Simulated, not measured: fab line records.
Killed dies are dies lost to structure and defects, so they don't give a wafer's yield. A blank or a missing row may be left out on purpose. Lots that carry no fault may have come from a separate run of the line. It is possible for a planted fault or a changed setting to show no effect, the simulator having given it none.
What tool caused it? | flow n5 finfet | 10 lots, 27 wafers sampled, at 5 steps of a route of 1938

== WHAT THE GAUGES READ, wafer by wafer ==
N5_BEOL_M4_RC_MEAS_101.
lot  | measured     | on        | DIBL_N (mV/V)  | DIBL_P (mV/V)  | EOT_P             | IGATE_P (nA/um)      | IOFF_N (nA/um) | IOFF_N_85C (nA/um) | IOFF_N_LIN (nA/um) | IOFF_N_LONG (nA/um)        | IOFF_P (nA/um) | IOFF_P_85C (nA/um) | IOFF_P_LIN (nA/um) | IOFF_P_LONG (nA/um)        | ION_N (uA/um) | ION_P (uA/um) | SS_N (mV/dec)  | SS_P (mV/dec)  | VT_N (mV)   | VT_N_LONG (mV)    | VT_N_LVT (mV) | VT_P (mV)      | VT_P_LONG (mV)       | VT_P_LVT (mV)
L894 | day 8 07:31  | prober-01 | 35.3 38.5 36.4 | 35.4 38.8 37.1 | 10.54 10.50 10.57 | 0.0037 0.0037 0.0037 | 0.15 0.21 0.16 | 2.9 3.9 3.2        | 0.068 0.090 0.074  | 5.39e-05 5.44e-05 5.26e-05 | 0.19 0.24 0.23 | 3.4 4.1 3.9        | 0.092 0.109 0.104  | 0.000103 0.0001 0.000105   | 674 687 674   | 457 461 465   | 71.6 72.6 71.7 | 73.0 73.6 73.4 | 249 245 250 | 278.5 274.7 277.9 | 100 95 98     | -251 -249 -247 | -275.2 -277.3 -273.2 | -101.1 -97.1 -97.7
L895 | day 8 18:02  | prober-02 | 34.3 35.6 35.1 | 33.2 35.8 33.9 | 10.59 10.47 10.45 | 0.0035 0.0036 0.0042 | 0.11 0.13 0.12 | 2.3 2.7 2.4        | 0.057 0.065 0.059  | 5.4e-05 5.28e-05 5.37e-05  | 0.15 0.19 0.16 | 2.7 3.3 2.8        | 0.075 0.090 0.080  | 9.5e-05 9e-05 9.5e-05      | 661 663 661   | 454 458 460   | 71.0 70.2 71.0 | 72.4 73.4 72.8 | 254 251 254 | 277.1 274.9 276.7 | 102 100 101   | -255 -254 -254 | -277.9 -275.6 -278.3 | -103.3 -99.9 -101.6
L897 | day 9 09:04  | prober-02 | 36.3 36.1 38.2 | 36.9 37.0 39.6 | 10.43 10.31 10.31 | 0.0041 0.0042 0.0045 | 0.17 0.17 0.23 | 3.3 3.4 4.2        | 0.078 0.079 0.100  | 5.46e-05 5.62e-05 5.46e-05 | 0.21 0.21 0.27 | 3.7 3.7 4.6        | 0.100 0.100 0.121  | 0.000103 0.000102 9.9e-05  | 683 677 687   | 459 457 465   | 71.6 71.6 72.3 | 73.3 73.4 74.0 | 250 249 243 | 273.3 274.7 274.0 | 95 96 91      | -253 -253 -249 | -277.5 -280.9 -276.0 | -99.9 -99.0 -95.7
L901 | day 10 12:10 | prober-01 | 38.0 37.3 36.9 | 38.3 35.4 35.4 | 10.47 10.67 10.39 | 0.0039 0.0031 0.0044 | 0.17 0.14 0.14 | 3.3 2.8 2.7        | 0.080 0.068 0.065  | 5.48e-05 5.56e-05 5.5e-05  | 0.26 0.21 0.21 | 4.3 3.5 3.6        | 0.120 0.101 0.102  | 0.00012 0.000114 0.000118  | 679 660 664   | 480 458 462   | 72.0 71.1 71.9 | 73.9 73.1 72.7 | 250 249 253 | 275.4 276.6 273.9 | 97 100 101    | -244 -249 -248 | -274.6 -274.0 -274.5 | -94.4 -98.1 -97.1
L903 | day 10 18:57 | prober-01 | 35.4 35.0 35.7 | 36.1 35.7 36.6 | 10.42 10.42 10.46 | 0.0039 0.0047 0.0039 | 0.14 0.14 0.14 | 2.8 2.9 2.9        | 0.069 0.069 0.068  | 5.22e-05 5.21e-05 5.04e-05 | 0.17 0.17 0.18 | 3.1 3.0 3.3        | 0.085 0.083 0.088  | 9.8e-05 8.9e-05 9.8e-05    | 667 676 664   | 452 460 452   | 71.0 71.0 71.4 | 73.5 72.2 73.3 | 253 251 254 | 277.7 278.0 279.3 | 101 98 100    | -256 -255 -255 | -281.9 -279.5 -280.1 | -103.0 -103.3 -102.1
L905 | day 11 10:46 | prober-01 | 36.6 36.2 33.7 | 36.1 34.7 32.1 | 10.60 10.43 10.57 | 0.0037 0.0045 0.0027 | 0.16 0.15 0.12 | 3.1 2.9 2.4        | 0.075 0.067 0.060  | 5.6e-05 5.64e-05 5.61e-05  | 0.22 0.19 0.16 | 3.7 3.3 2.9        | 0.103 0.090 0.082  | 0.000101 9.6e-05 0.0001    | 667 665 658   | 463 457 448   | 71.8 71.3 70.5 | 73.7 72.7 72.8 | 249 253 252 | 275.0 272.5 272.3 | 96 98 98      | -248 -249 -251 | -276.9 -274.4 -277.0 | -96.6 -98.8 -100.7
L907 | day 11 13:50 | prober-02 | 37.1 35.9 36.5 | 36.5 36.2 36.0 | 10.45 10.65 10.53 | 0.0039 0.0030 0.0035 | 0.18 0.16 0.17 | 3.5 3.2 3.4        | 0.084 0.076 0.080  | 5.7e-05 5.55e-05 5.63e-05  | 0.21 0.21 0.21 | 3.6 3.6 3.5        | 0.098 0.098 0.096  | 0.000106 0.000103 0.000109 | 686 676 678   | 469 464 460   | 72.0 71.6 71.8 | 73.1 73.7 73.5 | 246 247 248 | 273.9 270.9 275.0 | 96 98 96      | -251 -252 -252 | -276.7 -276.3 -277.2 | -99.4 -99.1 -99.7
L912 | day 12 20:27 | prober-01 | 34.9 35.2      | 34.4 35.5      | 10.32 10.70       | 0.0042 0.0007        | 0.14 0.00      | 2.7 0.1            | 0.064 0.002        | 5.59e-05 2.25e-05          | 0.20 1.10      | 3.5 14.8           | 0.096 0.528        | 0.000105 0.000341          | 658 449       | 457 517       | 71.2 71.1      | 72.8 73.3      | 252 348     | 275.6 372.1       | 100 198       | -249 -203      | -274.6 -236.4        | -98.3 -50.9
L914 | day 13 12:44 | prober-01 | 36.7 37.3      | 36.7 37.0      | 10.72 10.86       | 0.0009 0.0008        | 0.00 0.00      | 0.1 0.1            | 0.002 0.002        | 2.41e-05 2.29e-05          | 1.46 1.52      | 18.9 19.4          | 0.706 0.716        | 0.000379 0.000382          | 434 432       | 536 532       | 71.4 71.9      | 73.8 73.9      | 358 360     | 379.0 386.6       | 208 209       | -195 -197      | -231.9 -231.4        | -45.1 -44.8
L916 | day 13 22:20 | prober-02 | 34.9 36.6      | 36.0 39.3      | 10.38 10.90       | 0.0047 0.0007        | 0.16 0.01      | 3.1 0.3            | 0.075 0.005        | 5.73e-05 2.21e-05          | 0.20 1.07      | 3.5 14.2           | 0.097 0.485        | 0.000103 0.000274          | 682 506       | 463 519       | 71.6 72.0      | 73.4 74.1      | 248 322     | 272.0 353.5       | 95 172        | -247 -207      | -274.3 -241.9        | -97.6 -52.6

== WHAT TOOL EACH LOT RAN ON (gives the tool, then ch and the chambers of the sampled wafers, and finally the start) ==
lot  | N5_HKMG_FIN_CVD_62                      | N5_BEOL_M4_SPUTTER_90        | N5_BEOL_M4_SPUTTER_94        | N5_BEOL_M4_SPUTTER_96
L894 | thermal cvd si-02 ch 1,2, day 4 07:56   | pvd sputter-01, day 8 05:36  | pvd sputter-01, day 8 06:02  | pvd sputter-01, day 8 06:16
L895 | thermal cvd si-01 ch 0,1, day 4 12:44   | pvd sputter-03, day 8 16:16  | pvd sputter-03, day 8 16:42  | pvd sputter-03, day 8 16:55
L897 | thermal cvd si-01 ch 1,2, day 5 01:48   | pvd sputter-01, day 9 07:00  | pvd sputter-01, day 9 07:26  | pvd sputter-01, day 9 07:40
L901 | thermal cvd si-01 ch 0,1,2, day 6 02:22 | pvd sputter-01, day 10 09:16 | pvd sputter-01, day 10 09:42 | pvd sputter-01, day 10 09:55
L903 | thermal cvd si-01 ch 0,1, day 6 15:53   | pvd sputter-03, day 10 17:06 | pvd sputter-03, day 10 17:32 | pvd sputter-03, day 10 17:46
L905 | thermal cvd si-01 ch 1, day 7 04:02     | pvd sputter-02, day 11 09:00 | pvd sputter-02, day 11 09:26 | pvd sputter-02, day 11 09:40
L907 | thermal cvd si-01 ch 0,1, day 7 13:22   | pvd sputter-02, day 11 12:00 | pvd sputter-02, day 11 12:26 | pvd sputter-02, day 11 12:40
L912 | thermal cvd si-01 ch 0,1, day 8 23:14   | pvd sputter-03, day 12 18:18 | pvd sputter-03, day 12 18:44 | pvd sputter-03, day 12 18:58
L914 | thermal cvd si-01 ch 0,2, day 9 07:39   | pvd sputter-01, day 13 10:59 | pvd sputter-01, day 13 11:25 | pvd sputter-01, day 13 11:38
L916 | thermal cvd si-01 ch 0,1, day 9 20:08   | pvd sputter-01, day 13 20:16 | pvd sputter-01, day 13 20:43 | pvd sputter-01, day 13 20:56
- N5_HKMG_FIN_CVD_62: deposits a-Si from Si2H6, target thk 3 nm, time 20.8 s.
- N5_BEOL_M4_SPUTTER_90: material Cu, target thk 4.5 nm, time 8.29 s.
- N5_BEOL_M4_SPUTTER_94: material Cu, target thk 4.5 nm, time 8.29 s.
- N5_BEOL_M4_SPUTTER_96: material Cu, target thk 4.5 nm, time 8.29 s.

== AS READ BY THE TOOLS THEMSELVES (means over the sampled wafers that have a number; for cases with no such wafer, the mark the record gives instead) ==
N5_HKMG_FIN_CVD_62.
lot  | tool              | heater power w (W)
L894 | thermal cvd si-02 | 1408
L895 | thermal cvd si-01 | 1488
L897 | thermal cvd si-01 | 1484
L901 | thermal cvd si-01 | 1505
L903 | thermal cvd si-01 | 1621
L905 | thermal cvd si-01 | 1788
L907 | thermal cvd si-01 | 1511
L912 | thermal cvd si-01 | 1566
L914 | thermal cvd si-01 | 1367
L916 | thermal cvd si-01 | 1580

N5_BEOL_M4_SPUTTER_90.
lot  | tool           | chuck gas flow sccm (sccm) | throttle valve pct (%)
L894 | pvd sputter-01 | 1.27                       | 30.0
L895 | pvd sputter-03 | 1.25                       | 30.2
L897 | pvd sputter-01 | 1.25                       | 30.0
L901 | pvd sputter-01 | 1.24                       | 29.8
L903 | pvd sputter-03 | 1.24                       | 30.0
L905 | pvd sputter-02 | 1.19                       | 29.1
L907 | pvd sputter-02 | 1.28                       | 29.1
L912 | pvd sputter-03 | 1.21                       | 29.9
L914 | pvd sputter-01 | 1.19                       | 30.6
L916 | pvd sputter-01 | 1.25                       | 30.2

N5_BEOL_M4_SPUTTER_94.
lot  | tool           | chuck gas flow sccm (sccm) | throttle valve pct (%)
L894 | pvd sputter-01 | 1.32                       | 30.3
L895 | pvd sputter-03 | 1.18                       | 30.1
L897 | pvd sputter-01 | 1.23                       | 29.9
L901 | pvd sputter-01 | 1.27                       | 29.7
L903 | pvd sputter-03 | 1.33                       | 29.8
L905 | pvd sputter-02 | 1.23                       | 29.0
L907 | pvd sputter-02 | 1.30                       | 29.0
L912 | pvd sputter-03 | 1.26                       | 30.1
L914 | pvd sputter-01 | 1.29                       | 30.9
L916 | pvd sputter-01 | 1.24                       | 30.2

N5_BEOL_M4_SPUTTER_96.
lot  | tool           | chuck gas flow sccm (sccm) | throttle valve pct (%)
L894 | pvd sputter-01 | 1.27                       | 29.9
L895 | pvd sputter-03 | 1.28                       | 30.2
L897 | pvd sputter-01 | 1.25                       | 29.9
L901 | pvd sputter-01 | 1.27                       | 29.7
L903 | pvd sputter-03 | 1.27                       | 29.9
L905 | pvd sputter-02 | 1.21                       | 29.0
L907 | pvd sputter-02 | 1.31                       | 29.0
L912 | pvd sputter-03 | 1.26                       | 29.8
L914 | pvd sputter-01 | 1.23                       | 30.8
L916 | pvd sputter-01 | 1.29                       | 30.1

== THE ANSWER, worked out from the rows above alone ==
Rule: the lots themselves supply what counts as usual. Put in order of their means at a reading, lots are off if they are a third of the lots or fewer, leave a main group of 4 or more, and stand apart from it by a gap of 3 or more times the standard deviation of the main group's means; of several such gaps the widest counts. A main group whose means are all the same, to the digits that the tables above print for the reading, isn't used. A lot without any number at a reading at which 4 lots or more have one is off too. All remaining lots with rows at the step are treated as sound. The gauges are gone through in route order, then the tools' own readings, and for those a lot's mean is taken as printed above. The first step at which some lot is off is used, and at that step the reading that is off furthest; a lot without a number counts as furthest.
Off: L912, L914, L916, seen at N5_BEOL_M4_RC_MEAS_101 (IOFF_P_LIN). The main group has a mean of 0.096 nA/um with a standard deviation of 0.0095.
A tool fits if, at a process step before that reading, it ran every lot that is off, and no sound lot after the first of them. The gauges at N5_BEOL_M4_RC_MEAS_101 are tried like those tools. One fits: N5_HKMG_FIN_CVD_62 on thermal cvd si-01. Its last sound lot is L907 (day 7 13:22), its first lot that is off L912 (day 8 23:14): a fault that began between those two fits.

== WHAT THE SIMULATOR HAD INSERTED ==
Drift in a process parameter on thermal cvd si-01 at N5_HKMG_FIN_CVD_62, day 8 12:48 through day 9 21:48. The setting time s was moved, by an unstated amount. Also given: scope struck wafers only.
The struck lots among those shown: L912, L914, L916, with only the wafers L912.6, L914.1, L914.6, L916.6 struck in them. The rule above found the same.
